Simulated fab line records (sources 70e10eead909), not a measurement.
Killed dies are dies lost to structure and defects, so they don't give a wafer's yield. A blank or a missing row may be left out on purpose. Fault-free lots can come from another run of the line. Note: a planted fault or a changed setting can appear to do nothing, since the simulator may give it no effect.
Which tool was responsible?    flow nand-harc    24 lots, 72 wafers sampled, at 6 steps of a route of 1302

## WHAT THE GAUGES SHOWED, per wafer
NHARC_P_CONTACT_INSPECT_14. Usual: raw-defect-count reads 3.8 (standard deviation 1.9).
lot   measured      on                 raw-defect-count  flag
L074  day 5 22:50   defect-inspect-02  1 2 2             
L075  day 6 05:01   defect-inspect-02  3 5 3             
L076  day 6 16:13   defect-inspect-02  3 7 5             
L077  day 7 06:26   defect-inspect-02  2 3 1             
L078  day 7 15:37   defect-inspect-01  5 4 1             
L079  day 7 22:36   defect-inspect-01  4 4 5             
L080  day 8 09:49   defect-inspect-01  2 3 3             
L081  day 9 00:08   defect-inspect-02  7 4 1             
L082  day 9 02:13   defect-inspect-01  0 2 2             
L083  day 9 14:59   defect-inspect-01  4 7 6             
L084  day 9 21:16   defect-inspect-01  1 3 3             
L085  day 10 15:01  defect-inspect-02  5 4 5             
L086  day 10 16:07  defect-inspect-02  3 3 3             
L087  day 11 10:25  defect-inspect-02  8 6 5             
L088  day 12 01:23  defect-inspect-01  6 5 1             
L089  day 12 00:36  defect-inspect-02  5 4 5             
L090  day 12 17:04  defect-inspect-01  3 3 0             
L091  day 12 22:02  defect-inspect-02  4 1 3             
L092  day 13 04:52  defect-inspect-01  8 5 1             
L093  day 13 23:48  defect-inspect-01  3 7 4             
L094  day 14 04:02  defect-inspect-01  2 2 3             
L095  day 14 12:17  defect-inspect-02  3 2 2             
L096  day 15 01:45  defect-inspect-01  4 2 5             
L097  day 15 20:08  defect-inspect-02  3 3 4             

NHARC_P_M0_CD_MEAS_09: the cd target is 90 nm. Usual: cd-nm reads 90.1 nm (standard deviation 0.54).
lot   measured      on         cd-nm (nm)      flag
L074  day 6 03:28   cd-sem-03  90.1 89.2 90.1  
L075  day 6 09:04   cd-sem-03  89.8 90.6 90.0  
L076  day 7 00:08   cd-sem-03  89.1 90.2 90.3  
L077  day 7 10:20   cd-sem-01  89.5 89.2 89.3  
L078  day 7 19:40   cd-sem-03  90.2 90.0 89.8  
L079  day 8 02:37   cd-sem-01  89.6 89.3 89.4  
L080  day 8 13:53   cd-sem-01  89.3 89.3 89.3  
L081  day 9 06:19   cd-sem-02  89.4 90.0 90.7  
L082  day 9 06:20   cd-sem-03  91.5 90.9 91.0  
L083  day 9 18:58   cd-sem-01  90.6 90.2 90.3  
L084  day 10 01:13  cd-sem-03  90.2 89.6 89.3  
L085  day 10 19:08  cd-sem-02  90.8 90.6 90.4  
L086  day 10 20:08  cd-sem-02  90.6 90.5 90.3  
L087  day 11 14:28  cd-sem-03  90.6 90.6 90.6  
L088  day 12 05:18  cd-sem-03  89.9 90.7 90.0  
L089  day 12 04:51  cd-sem-03  89.7 89.9 90.4  
L090  day 12 20:59  cd-sem-03  90.1 89.3 90.6  
L091  day 13 01:58  cd-sem-03  89.7 89.1 89.4  
L092  day 13 08:53  cd-sem-02  90.5 90.0 90.7  
L093  day 14 03:52  cd-sem-03  90.8 90.2 90.5  
L094  day 14 08:11  cd-sem-01  89.9 90.0 90.3  
L095  day 14 16:52  cd-sem-02  90.4 90.2 90.5  
L096  day 15 05:48  cd-sem-03  89.8 89.4 90.3  
L097  day 16 00:14  cd-sem-03  89.5 89.2 90.1  

NHARC_P_M0_OVL_MEAS_10: pitch 180 nm. Usual: overlay-x-nm -0.2 nm, standard deviation 0.78; overlay-y-nm -0.1 nm, standard deviation 0.75.
lot   measured      on          overlay-x-nm (nm)  overlay-y-nm (nm)  flag
L074  day 6 03:34   overlay-01  -1.5 -1.5 -1.9     -1.0 -0.9 -0.3     
L075  day 6 09:08   overlay-02  0.2 0.7 0.1        -0.5 -0.7 -0.7     
L076  day 7 00:14   overlay-01  -0.1 0.8 0.3       -0.1 0.1 -0.3      
L077  day 7 10:26   overlay-01  0.6 0.1 -0.1       0.6 -0.2 0.1       
L078  day 7 19:46   overlay-01  0.4 0.4 -0.3       0.2 -0.1 0.1       
L079  day 8 02:43   overlay-02  0.0 0.3 0.0        0.0 0.6 -0.1       
L080  day 8 13:58   overlay-01  -0.5 -0.5 -0.6     0.3 -0.1 -0.4      
L081  day 9 06:24   overlay-02  0.5 0.3 0.1        1.2 0.5 1.3        
L082  day 9 06:26   overlay-01  -0.3 0.0 -0.2      0.2 0.4 1.3        
L083  day 9 19:04   overlay-02  0.4 0.5 0.3        0.1 0.2 -0.5       
L084  day 10 01:17  overlay-01  0.4 0.3 0.5        0.4 -0.1 0.0       
L085  day 10 19:13  overlay-02  -1.4 -2.4 -2.4     -1.4 -0.8 -1.0     
L086  day 10 20:13  overlay-02  -0.3 -0.3 -0.6     0.8 1.3 1.0        
L087  day 11 14:32  overlay-01  -0.7 -0.1 -0.4     -0.2 -0.2 -0.4     
L088  day 12 05:23  overlay-02  0.1 0.5 0.6        -0.1 -0.2 -0.3     
L089  day 12 04:56  overlay-02  -1.6 -0.6 -0.4     1.4 0.4 1.0        
L090  day 12 21:04  overlay-01  0.6 0.5 0.8        -1.1 -0.9 -1.4     
L091  day 13 02:03  overlay-01  -0.8 -1.3 -0.9     -2.2 -1.4 -2.4     
L092  day 13 08:59  overlay-02  -1.0 -0.6 -0.7     -0.4 -0.8 -0.2     
L093  day 14 03:58  overlay-02  -0.1 0.1 -0.2      -1.1 -0.7 -1.1     
L094  day 14 08:16  overlay-02  -1.3 -1.1 -1.4     0.5 0.6 0.6        
L095  day 14 16:57  overlay-01  0.1 0.4 0.5        0.6 0.8 -0.1       
L096  day 15 05:53  overlay-01  -0.8 -1.5 -0.8     0.3 -0.1 0.0       
L097  day 16 00:19  overlay-02  0.9 0.4 0.2        0.5 0.9 0.3        

## TOOL THAT RAN EACH LOT (tool first, then ch and the chambers of the sampled wafers, then the start)
lot   NHARC_P_ZERO_WELL_DESCUM_39         NHARC_P_CONTACT_ETCH_35             NHARC_P_CONTACT_CVD_23
L074  rie-diel-07 ch 1,2,3, day 2 00:19   rie-diel-11 ch 2,3, day 5 23:00     cvd-w-02 ch 1, day 6 03:28 or earlier
L075  rie-diel-10 ch 0,1, day 2 10:29     rie-diel-06 ch 2,3, day 6 05:10     cvd-w-02 ch 0,1, day 6 09:04 or earlier
L076  rie-diel-07 ch 0,2,3, day 2 20:15   rie-diel-03 ch 0,1,2, day 6 16:22   cvd-w-02 ch 0,1, day 7 00:08 or earlier
L077  rie-diel-04 ch 0,1,3, day 3 09:29   rie-diel-03 ch 1,2, day 7 06:35     cvd-w-02 ch 0,1, day 7 10:20 or earlier
L078  rie-diel-04 ch 1,3, day 3 16:23     rie-diel-06 ch 0,3, day 7 15:47     cvd-w-01 ch 0,1, day 7 19:40 or earlier
L079  rie-diel-04 ch 0,1,2, day 4 02:08   rie-diel-11 ch 1,2,3, day 7 22:46   cvd-w-02 ch 0,1, day 8 02:37 or earlier
L080  rie-diel-07 ch 1,2, day 4 12:26     rie-diel-06 ch 0,1, day 8 09:57     cvd-w-02 ch 0,1, day 8 13:53 or earlier
L081  rie-diel-07 ch 0,1,2, day 4 22:41   rie-diel-06 ch 0,1, day 9 00:17     cvd-w-02 ch 0,1, day 9 06:19 or earlier
L082  rie-diel-10 ch 1,2,3, day 5 08:21   rie-diel-06 ch 0,1,3, day 9 02:23   cvd-w-02 ch 0,1, day 9 06:20 or earlier
L083  rie-diel-10 ch 0,1,3, day 5 18:18   rie-diel-03 ch 0,1,2, day 9 15:08   cvd-w-01 ch 0,1, day 9 18:58 or earlier
L084  rie-diel-04 ch 0,1,3, day 6 04:28   rie-diel-06 ch 0,2,3, day 9 21:25   cvd-w-01 ch 0, day 10 01:13 or earlier
L085  rie-diel-07 ch 2,3, day 6 14:11     rie-diel-03 ch 1,3, day 10 15:10    cvd-w-02 ch 0,1, day 10 19:08 or earlier
L086  rie-diel-10 ch 1,2,3, day 7 00:16   rie-diel-06 ch 1,3, day 10 16:16    cvd-w-01 ch 0,1, day 10 20:08 or earlier
L087  rie-diel-07 ch 0,2, day 7 10:18     rie-diel-03 ch 0,3, day 11 10:34    cvd-w-02 ch 0,1, day 11 14:28 or earlier
L088  rie-diel-04 ch 1,2,3, day 7 20:19   rie-diel-06 ch 1,2, day 12 01:32    cvd-w-02 ch 0,1, day 12 05:18 or earlier
L089  rie-diel-07 ch 0,1,3, day 8 07:23   rie-diel-11 ch 0,1,3, day 12 00:46  cvd-w-01 ch 0,1, day 12 04:51 or earlier
L090  rie-diel-10 ch 0,1,2, day 8 16:38   rie-diel-11 ch 1,2, day 12 17:13    cvd-w-02 ch 0,1, day 12 20:59 or earlier
L091  rie-diel-07 ch 0,1,2, day 9 02:26   rie-diel-11 ch 0,1,3, day 12 22:11  cvd-w-01 ch 0,1, day 13 01:58 or earlier
L092  rie-diel-04 ch 2,3, day 9 12:23     rie-diel-03 ch 1,3, day 13 05:01    cvd-w-02 ch 1, day 13 08:53 or earlier
L093  rie-diel-04 ch 0,3, day 9 22:14     rie-diel-11 ch 1,2,3, day 13 23:58  cvd-w-01 ch 0,1, day 14 03:52 or earlier
L094  rie-diel-10 ch 1,2, day 10 08:31    rie-diel-11 ch 0,3, day 14 04:11    cvd-w-01 ch 0,1, day 14 08:11 or earlier
L095  rie-diel-10 ch 0,2, day 10 18:43    rie-diel-11 ch 0,2,3, day 14 12:27  cvd-w-02 ch 0, day 14 16:52 or earlier
L096  rie-diel-07 ch 0,1,3, day 11 04:28  rie-diel-06 ch 0,1,2, day 15 01:54  cvd-w-02 ch 0,1, day 15 05:48 or earlier
L097  rie-diel-10 ch 1,2, day 11 14:17    rie-diel-06 ch 0,2, day 15 20:18    cvd-w-01 ch 0,1, day 16 00:14 or earlier
- NHARC_P_ZERO_WELL_DESCUM_39: chemistry O2, time 3 s.
- NHARC_P_CONTACT_ETCH_35: etches the open film in CF4, target depth 39 nm, time 65 s.
- NHARC_P_CONTACT_CVD_23: deposits W, target thk 200 nm, time 557 s.

## AS READ BY THE TOOLS THEMSELVES (means over the sampled wafers that have a number; for cases with no such wafer, the mark the record gives instead)
NHARC_P_ZERO_WELL_DESCUM_39. Usual: drypump-motor-current-A 5.7 A, standard deviation 0.51; oes-product-au 1.001 a.u., standard deviation 0.0073; rf-vpp-V 57.7 V, standard deviation 0.97; showerhead-plenum-p-Torr 1.90 Torr, standard deviation 0.074; throttle-valve-pct 11.312 %, standard deviation 0.0098.
lot   tool         drypump-motor-current-A (A)  oes-product-au (a.u.)  rf-vpp-V (V)  showerhead-plenum-p-Torr (Torr)  throttle-valve-pct (%)  flag
L074  rie-diel-07  5.9                          0.995                  57.8          1.91                             11.309                  
L075  rie-diel-10  5.9                          1.005                  57.6          1.93                             11.310                  
L076  rie-diel-07  6.2                          0.998                  58.3          1.96                             11.318                  
L077  rie-diel-04  5.2                          1.009                  57.6          1.86                             11.301                  
L078  rie-diel-04  5.3                          1.000                  57.5          1.88                             11.318                  
L079  rie-diel-04  5.1                          1.010                  57.6          1.83                             11.303                  
L080  rie-diel-07  5.8                          1.000                  58.3          1.91                             11.299                  
L081  rie-diel-07  6.0                          1.002                  57.5          1.96                             11.317                  
L082  rie-diel-10  5.6                          1.006                  56.9          1.85                             11.313                  
L083  rie-diel-10  5.7                          1.001                  57.5          1.90                             11.320                  
L084  rie-diel-04  5.2                          1.005                  57.9          1.86                             11.318                  
L085  rie-diel-07  6.0                          0.995                  57.3          1.90                             11.308                  
L086  rie-diel-10  5.6                          0.997                  57.0          1.85                             11.309                  
L087  rie-diel-07  6.1                          0.998                  58.3          1.97                             11.317                  
L088  rie-diel-04  5.6                          0.999                  57.3          1.89                             11.310                  
L089  rie-diel-07  6.1                          1.013                  57.5          1.94                             11.327                  
L090  rie-diel-10  5.8                          1.002                  58.1          1.88                             11.316                  
L091  rie-diel-07  6.0                          0.997                  58.2          1.95                             11.311                  
L092  rie-diel-04  5.9                          1.002                  57.7          1.92                             11.316                  
L093  rie-diel-04  5.6                          0.999                  59.3          2.01                             11.314                  
L094  rie-diel-10  5.4                          1.002                  57.1          1.84                             11.306                  
L095  rie-diel-10  6.0                          1.003                  57.9          1.85                             11.305                  
L096  rie-diel-07  6.1                          1.009                  58.0          1.93                             11.310                  
L097  rie-diel-10  5.5                          0.999                  57.1          1.84                             11.302                  

NHARC_P_CONTACT_ETCH_35. Usual: drypump-motor-current-A 5.5 A, standard deviation 0.44; oes-product-au 0.999 a.u., standard deviation 0.0071; rf-vpp-V 151.1 V, standard deviation 1.1; showerhead-plenum-p-Torr 1.76 Torr, standard deviation 0.068; throttle-valve-pct 13.284 %, standard deviation 0.0093.
lot   tool         drypump-motor-current-A (A)  oes-product-au (a.u.)  rf-vpp-V (V)  showerhead-plenum-p-Torr (Torr)  throttle-valve-pct (%)  flag
L074  rie-diel-11  5.3                          1.002                  150.3         1.69                             13.289                  
L075  rie-diel-06  5.6                          0.998                  151.6         1.74                             13.292                  
L076  rie-diel-03  5.6                          0.999                  151.8         1.75                             13.281                  
L077  rie-diel-03  5.5                          1.001                  150.8         1.77                             13.289                  
L078  rie-diel-06  5.8                          1.000                  151.2         1.79                             13.282                  
L079  rie-diel-11  5.5                          1.006                  151.0         1.75                             13.280                  
L080  rie-diel-06  5.2                          0.994                  151.6         1.84                             13.289                  
L081  rie-diel-06  5.2                          1.007                  152.1         1.84                             13.289                  
L082  rie-diel-06  5.5                          1.004                  151.0         1.78                             13.280                  
L083  rie-diel-03  5.6                          0.996                  151.4         1.75                             13.289                  
L084  rie-diel-06  5.5                          0.999                  150.9         1.79                             13.282                  
L085  rie-diel-03  5.4                          0.994                  151.6         1.80                             13.278                  
L086  rie-diel-06  5.6                          1.000                  151.2         1.72                             13.284                  
L087  rie-diel-03  5.7                          1.003                  150.9         1.76                             13.275                  
L088  rie-diel-06  5.4                          0.989                  150.4         1.73                             13.282                  
L089  rie-diel-11  5.9                          0.998                  151.0         1.76                             13.290                  
L090  rie-diel-11  5.0                          1.002                  151.6         1.74                             13.287                  
L091  rie-diel-11  5.9                          1.001                  150.7         1.76                             13.285                  
L092  rie-diel-03  5.5                          1.007                  150.4         1.80                             13.280                  
L093  rie-diel-11  5.4                          0.997                  151.0         1.75                             13.290                  
L094  rie-diel-11  6.1                          0.994                  151.2         1.70                             13.286                  
L095  rie-diel-11  5.7                          1.003                  150.6         1.69                             13.289                  
L096  rie-diel-06  5.2                          1.004                  151.9         1.79                             13.279                  
L097  rie-diel-06  5.2                          0.997                  153.0         1.79                             13.283                  

NHARC_P_CONTACT_CVD_23. Usual: heater-power-outer-w 261 W, standard deviation 22; heater-power-w 477 W, standard deviation 22; throttle-valve-pct 7.98 %, standard deviation 0.21.
lot   tool      heater-power-outer-w (W)  heater-power-w (W)  throttle-valve-pct (%)  flag
L074  cvd-w-02  273                       476                 7.97                    
L075  cvd-w-02  255                       463                 7.96                    
L076  cvd-w-02  253                       458                 7.77                    
L077  cvd-w-02  261                       476                 7.81                    
L078  cvd-w-01  280                       511                 8.00                    
L079  cvd-w-02  254                       461                 7.88                    
L080  cvd-w-02  255                       471                 7.91                    
L081  cvd-w-02  264                       477                 7.94                    
L082  cvd-w-02  258                       477                 8.10                    
L083  cvd-w-01  270                       499                 8.17                    
L084  cvd-w-01  227                       464                 7.72                    
L085  cvd-w-02  255                       466                 7.95                    
L086  cvd-w-01  251                       484                 8.15                    
L087  cvd-w-02  262                       475                 8.09                    
L088  cvd-w-02  262                       466                 8.08                    
L089  cvd-w-01  252                       478                 7.96                    
L090  cvd-w-02  258                       469                 7.90                    
L091  cvd-w-01  272                       493                 8.19                    
L092  cvd-w-02  267                       462                 8.16                    
L093  cvd-w-01  275                       501                 8.00                    
L094  cvd-w-01  273                       504                 8.13                    
L095  cvd-w-02  254                       471                 7.74                    
L096  cvd-w-02  262                       464                 7.96                    
L097  cvd-w-01  256                       485                 8.03                    

## THE ANSWER, worked out from the rows above alone
Rule: a lot is off if the mean of its wafers that have a number lies more than 3 standard deviations from the usual mean. Also off: a lot with no number at a reading for which 4 or more lots have one. Where the step has rows for the other lots, those lots are counted as sound. First the gauges in route order, then the tools' own readings, where a lot's mean is used as printed above. At the first step where some lot is off, the reading lying furthest off is the one used; lots without a number count as furthest.
Nothing can be told from this: no lot is off at any reading shown.

## WHAT THE SIMULATOR HAD PUT IN
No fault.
